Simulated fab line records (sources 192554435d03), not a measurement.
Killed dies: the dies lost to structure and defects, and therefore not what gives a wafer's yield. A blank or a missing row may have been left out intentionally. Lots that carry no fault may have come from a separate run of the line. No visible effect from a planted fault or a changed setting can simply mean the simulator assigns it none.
Chamber matching ; flow n5_finfet ; N5_SD_EPI_N_ETCH_16 on rie_diel-04: 4 sister chambers
The step etches SiO2 in CHF3/O2, target depth 5 nm. 8 wafers are shown with their chamber, then 7 later ones without.

== EACH WAFER AND ITS CHAMBER ==
wafer;chamber;showerhead_plenum_p_Torr (Torr);oes_product_au (a.u.)
L078.4;0;2.39;0.74
L079.2;3;2.46;0.91
L079.5;0;2.39;0.73
L081.3;1;2.37;0.98
L081.5;1;2.37;0.98
L081.6;2;2.46;0.90
L084.2;2;2.45;0.89
L084.3;3;2.46;0.89

== WAFERS WITHOUT THEIR CHAMBER ==
wafer;showerhead_plenum_p_Torr (Torr);oes_product_au (a.u.)
L084.4;2.39;0.72
L091.1;2.36;0.91
L091.3;2.38;0.72
L091.6;2.38;0.72
L095.2;2.36;0.90
L095.3;2.38;0.71
L095.6;2.45;0.86

== WHICH CHAMBER EACH WENT THROUGH ==
wafer;from the rows above;in truth
L084.4;0;0
L091.1;1;1
L091.3;0;0
L091.6;0;0
L095.2;1;1
L095.3;0;0
L095.6;can't be placed: 2 or 3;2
Placed correctly: 6 of 7. Not placeable from these rows: 1 (in 1, the candidates include the true chamber). Number placed wrongly: 0.
How it was worked out, from the rows above alone: a wafer's distance from a chamber is the root of the sum, over the readings, of the square of ((its reading less the chamber's mean) divided by the reading's scatter). The wafer belongs to the nearest chamber; if the next one is less than 2 further off, it can't be placed. The mean given for a chamber averages the wafers shown for that chamber. The scatter: take each reading less its chamber's mean, square it, sum over the shown wafers, divide by the number of wafers less the number of chambers, and take the root.
